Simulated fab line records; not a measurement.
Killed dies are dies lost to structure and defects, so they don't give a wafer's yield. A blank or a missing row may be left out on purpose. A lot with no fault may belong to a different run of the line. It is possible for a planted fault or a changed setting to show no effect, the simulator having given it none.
Which tool is to blame? / flow n5_finfet / 11 lots with 32 wafers sampled at 5 steps, on a route of 1938 steps

== WHAT EACH GAUGE READ, for each wafer ==
Not one reading of a measure or inspect step in the record can be checked against a usual standard deviation.

== EACH LOT AND THE TOOL THAT RAN IT (in order: tool; ch and the chambers of the sampled wafers; start) ==
lot=L933; N5_BEOL_M5_STRIP_91=rie_diel-06 ch 2,3, day 8 03:06 or earlier; N5_BEOL_M5_CVD_47=cvd_co-02 ch 1,2, day 8 03:06; N5_BEOL_M5_ANNEAL_82=pvd_sputter-03, day 8 05:47; N5_BEOL_M5_SPUTTER_88=pvd_sputter-03, day 8 07:53; N5_PASSIVATION_PROBE_49=-
lot=L937; N5_BEOL_M5_STRIP_91=rie_diel-06 ch 1,2,3, day 9 02:31 or earlier; N5_BEOL_M5_CVD_47=cvd_co-02 ch 0,1, day 9 02:31; N5_BEOL_M5_ANNEAL_82=pvd_sputter-03, day 9 03:50; N5_BEOL_M5_SPUTTER_88=pvd_sputter-03, day 9 05:55; N5_PASSIVATION_PROBE_49=-
lot=L938; N5_BEOL_M5_STRIP_91=rie_diel-04 ch 2,3, day 9 09:58 or earlier; N5_BEOL_M5_CVD_47=cvd_co-02 ch 1, day 9 09:58; N5_BEOL_M5_ANNEAL_82=pvd_sputter-01, day 9 11:20; N5_BEOL_M5_SPUTTER_88=pvd_sputter-01, day 9 13:26; N5_PASSIVATION_PROBE_49=-
lot=L947; N5_BEOL_M5_STRIP_91=rie_diel-05 ch 0,1,3, day 11 11:59 or earlier; N5_BEOL_M5_CVD_47=cvd_co-01 ch 0,1,2, day 11 11:59; N5_BEOL_M5_ANNEAL_82=pvd_sputter-02, day 11 13:24; N5_BEOL_M5_SPUTTER_88=pvd_sputter-02, day 11 23:35; N5_PASSIVATION_PROBE_49=-
lot=L948; N5_BEOL_M5_STRIP_91=rie_diel-05 ch 0,3, day 11 19:49 or earlier; N5_BEOL_M5_CVD_47=cvd_co-01 ch 0,1, day 11 19:49; N5_BEOL_M5_ANNEAL_82=pvd_sputter-03, day 11 21:08; N5_BEOL_M5_SPUTTER_88=pvd_sputter-03, day 11 23:14; N5_PASSIVATION_PROBE_49=-
lot=L952; N5_BEOL_M5_STRIP_91=rie_diel-04 ch 0,2,3, day 12 18:38 or earlier; N5_BEOL_M5_CVD_47=cvd_co-02 ch 0,2, day 12 18:38; N5_BEOL_M5_ANNEAL_82=pvd_sputter-03, day 12 20:02; N5_BEOL_M5_SPUTTER_88=pvd_sputter-03, day 12 22:07; N5_PASSIVATION_PROBE_49=prober-02, day 16 10:05
lot=L951; N5_BEOL_M5_STRIP_91=rie_diel-06 ch 0,2,3, day 13 01:14 or earlier; N5_BEOL_M5_CVD_47=cvd_co-01 ch 0,1,2, day 13 01:14; N5_BEOL_M5_ANNEAL_82=pvd_sputter-01, day 13 02:36; N5_BEOL_M5_SPUTTER_88=pvd_sputter-01, day 13 04:41; N5_PASSIVATION_PROBE_49=prober-01, day 16 19:53
lot=L953; N5_BEOL_M5_STRIP_91=rie_diel-06 ch 0,2,3, day 13 04:43 or earlier; N5_BEOL_M5_CVD_47=cvd_co-02 ch 1,2, day 13 04:43; N5_BEOL_M5_ANNEAL_82=pvd_sputter-02, day 13 06:22; N5_BEOL_M5_SPUTTER_88=pvd_sputter-02, day 13 08:28; N5_PASSIVATION_PROBE_49=-
lot=L954; N5_BEOL_M5_STRIP_91=rie_diel-04 ch 0,3, day 13 20:50 or earlier; N5_BEOL_M5_CVD_47=cvd_co-02 ch 0,1,2, day 13 20:50; N5_BEOL_M5_ANNEAL_82=pvd_sputter-01, day 13 22:11; N5_BEOL_M5_SPUTTER_88=pvd_sputter-01, day 14 00:16; N5_PASSIVATION_PROBE_49=-
lot=L955; N5_BEOL_M5_STRIP_91=rie_diel-04 ch 0,2,3, day 14 10:22 or earlier; N5_BEOL_M5_CVD_47=cvd_co-02 ch 0,1,2, day 14 10:22; N5_BEOL_M5_ANNEAL_82=pvd_sputter-02, day 14 11:44; N5_BEOL_M5_SPUTTER_88=pvd_sputter-02, day 14 13:49; N5_PASSIVATION_PROBE_49=-
lot=L956; N5_BEOL_M5_STRIP_91=rie_diel-05 ch 0,1,2, day 14 10:33 or earlier; N5_BEOL_M5_CVD_47=cvd_co-02 ch 0,1, day 14 10:33; N5_BEOL_M5_ANNEAL_82=pvd_sputter-03, day 14 11:53; N5_BEOL_M5_SPUTTER_88=pvd_sputter-03, day 14 13:59; N5_PASSIVATION_PROBE_49=-
- N5_BEOL_M5_STRIP_91: strips in N2/H2, time 10 s.
- N5_BEOL_M5_CVD_47: deposits Co from CCTBA/H2, target thk 3 nm, time 216 s.
- N5_BEOL_M5_ANNEAL_82: time 1800 s.
- N5_BEOL_M5_SPUTTER_88: material Cu, target thk 15 nm, time 27.62 s.
- N5_PASSIVATION_PROBE_49

== AS READ BY THE TOOLS THEMSELVES (means over the sampled wafers that have a number; for cases with no such wafer, the mark the record gives instead) ==
N5_BEOL_M5_STRIP_91.
lot=L933; tool=rie_diel-06; drypump_motor_current_A (A)=5.7; oes_product_au (a.u.)=0.72; rf_vpp_V (V)=59.6; showerhead_plenum_p_Torr (Torr)=2.63; temp_c (C)=39.97; throttle_valve_pct (%)=23.41
lot=L937; tool=rie_diel-06; drypump_motor_current_A (A)=5.7; oes_product_au (a.u.)=0.74; rf_vpp_V (V)=58.6; showerhead_plenum_p_Torr (Torr)=2.56; temp_c (C)=40.06; throttle_valve_pct (%)=23.43
lot=L938; tool=rie_diel-04; drypump_motor_current_A (A)=5.8; oes_product_au (a.u.)=0.88; rf_vpp_V (V)=58.1; showerhead_plenum_p_Torr (Torr)=2.51; temp_c (C)=40.09; throttle_valve_pct (%)=23.86
lot=L947; tool=rie_diel-05; drypump_motor_current_A (A)=5.7; oes_product_au (a.u.)=0.74; rf_vpp_V (V)=58.8; showerhead_plenum_p_Torr (Torr)=2.49; temp_c (C)=39.99; throttle_valve_pct (%)=23.75
lot=L948; tool=rie_diel-05; drypump_motor_current_A (A)=5.9; oes_product_au (a.u.)=0.73; rf_vpp_V (V)=59.7; showerhead_plenum_p_Torr (Torr)=2.56; temp_c (C)=39.96; throttle_valve_pct (%)=23.82
lot=L952; tool=rie_diel-04; drypump_motor_current_A (A)=5.7; oes_product_au (a.u.)=0.81; rf_vpp_V (V)=58.7; showerhead_plenum_p_Torr (Torr)=2.49; temp_c (C)=40.00; throttle_valve_pct (%)=23.83
lot=L951; tool=rie_diel-06; drypump_motor_current_A (A)=5.6; oes_product_au (a.u.)=0.79; rf_vpp_V (V)=59.0; showerhead_plenum_p_Torr (Torr)=2.62; temp_c (C)=40.12; throttle_valve_pct (%)=23.37
lot=L953; tool=rie_diel-06; drypump_motor_current_A (A)=5.6; oes_product_au (a.u.)=0.78; rf_vpp_V (V)=58.8; showerhead_plenum_p_Torr (Torr)=2.61; temp_c (C)=39.91; throttle_valve_pct (%)=23.37
lot=L954; tool=rie_diel-04; drypump_motor_current_A (A)=5.3; oes_product_au (a.u.)=0.77; rf_vpp_V (V)=58.8; showerhead_plenum_p_Torr (Torr)=2.51; temp_c (C)=40.06; throttle_valve_pct (%)=23.95
lot=L955; tool=rie_diel-04; drypump_motor_current_A (A)=5.8; oes_product_au (a.u.)=0.81; rf_vpp_V (V)=58.2; showerhead_plenum_p_Torr (Torr)=2.48; temp_c (C)=40.10; throttle_valve_pct (%)=23.85
lot=L956; tool=rie_diel-05; drypump_motor_current_A (A)=5.5; oes_product_au (a.u.)=0.73; rf_vpp_V (V)=59.5; showerhead_plenum_p_Torr (Torr)=2.52; temp_c (C)=39.96; throttle_valve_pct (%)=23.77

N5_BEOL_M5_CVD_47.
lot=L933; tool=cvd_co-02; run_length_s (s)=239.2
lot=L937; tool=cvd_co-02; run_length_s (s)=288.1
lot=L938; tool=cvd_co-02; run_length_s (s)=313.1
lot=L947; tool=cvd_co-01; run_length_s (s)=239.1
lot=L948; tool=cvd_co-01; run_length_s (s)=239.4
lot=L952; tool=cvd_co-02; run_length_s (s)=239.0
lot=L951; tool=cvd_co-01; run_length_s (s)=239.2
lot=L953; tool=cvd_co-02; run_length_s (s)=239.5
lot=L954; tool=cvd_co-02; run_length_s (s)=239.3
lot=L955; tool=cvd_co-02; run_length_s (s)=239.3
lot=L956; tool=cvd_co-02; run_length_s (s)=239.1

N5_BEOL_M5_ANNEAL_82.
lot=L933; tool=pvd_sputter-03; heater_power_w (W)=765
lot=L937; tool=pvd_sputter-03; heater_power_w (W)=864
lot=L938; tool=pvd_sputter-01; heater_power_w (W)=788
lot=L947; tool=pvd_sputter-02; heater_power_w (W)=878
lot=L948; tool=pvd_sputter-03; heater_power_w (W)=799
lot=L952; tool=pvd_sputter-03; heater_power_w (W)=776
lot=L951; tool=pvd_sputter-01; heater_power_w (W)=808
lot=L953; tool=pvd_sputter-02; heater_power_w (W)=869
lot=L954; tool=pvd_sputter-01; heater_power_w (W)=836
lot=L955; tool=pvd_sputter-02; heater_power_w (W)=871
lot=L956; tool=pvd_sputter-03; heater_power_w (W)=834

N5_BEOL_M5_SPUTTER_88.
lot=L933; tool=pvd_sputter-03; throttle_valve_pct (%)=30.2
lot=L937; tool=pvd_sputter-03; throttle_valve_pct (%)=30.7
lot=L938; tool=pvd_sputter-01; throttle_valve_pct (%)=30.6
lot=L947; tool=pvd_sputter-02; throttle_valve_pct (%)=31.7
lot=L948; tool=pvd_sputter-03; throttle_valve_pct (%)=30.0
lot=L952; tool=pvd_sputter-03; throttle_valve_pct (%)=30.2
lot=L951; tool=pvd_sputter-01; throttle_valve_pct (%)=31.5
lot=L953; tool=pvd_sputter-02; throttle_valve_pct (%)=31.5
lot=L954; tool=pvd_sputter-01; throttle_valve_pct (%)=31.2
lot=L955; tool=pvd_sputter-02; throttle_valve_pct (%)=31.5
lot=L956; tool=pvd_sputter-03; throttle_valve_pct (%)=29.9

N5_PASSIVATION_PROBE_49.
lot=L952; tool=prober-02; defect_limited_yield (%)=92.8; killed_at_M0_to_M3=21; killed_at_M4_up=17; killed_at_contacts=12; killed_at_front_end=34; killed_at_other=1.7; killed_dies=86; killed_on_rim=9; killed_open=58; killed_short=27; sort_bin_5_function (%)=4.3; sort_bin_6_memory (%)=2.8; sort_n_pass=1094; sort_yield_pct (%)=92.8
lot=L951; tool=prober-01; defect_limited_yield (%)=91.5; killed_at_M0_to_M3=28; killed_at_M4_up=8; killed_at_contacts=9; killed_at_front_end=50; killed_at_other=5.3; killed_dies=101; killed_on_rim=11; killed_open=64; killed_short=34; sort_bin_5_function (%)=5.1; sort_bin_6_memory (%)=3.2; sort_n_pass=1079; sort_yield_pct (%)=91.5

== THE ANSWER, worked out from the rows above alone ==
Rule: what is usual is taken from the lots themselves. The widest of any qualifying gaps counts: lots, ordered by their means at a reading, are off when they make up no more than a third of the lots, leave a main group of 4 or more, and stand apart from it by 3 or more times the standard deviation of that group's means. If all means in a main group match to the digits the tables above print for the reading, that group is not used. A lot without any number at a reading at which 4 lots or more have one is off too. The other lots that the step has rows for count as sound. Order of review: gauges by route order, followed by the tools' own readings, for which a lot's mean as printed above is used. The first step at which some lot is off is used, and at that step the reading that is off furthest; a lot without a number counts as furthest.
Off, at N5_BEOL_M5_CVD_47 on run_length_s: L937, L938. Main group: mean 239.2 s, sd 0.15.
If a tool, at that step or one of the process steps before it, ran each lot that is off and ran no sound lot following the first of them, it fits. With no start given for some of its lots, N5_BEOL_M5_STRIP_91 uses the hours and lot order of N5_BEOL_M5_CVD_47. Not one of the candidates tried fits.

== WHAT THE SIMULATOR PUT IN ==
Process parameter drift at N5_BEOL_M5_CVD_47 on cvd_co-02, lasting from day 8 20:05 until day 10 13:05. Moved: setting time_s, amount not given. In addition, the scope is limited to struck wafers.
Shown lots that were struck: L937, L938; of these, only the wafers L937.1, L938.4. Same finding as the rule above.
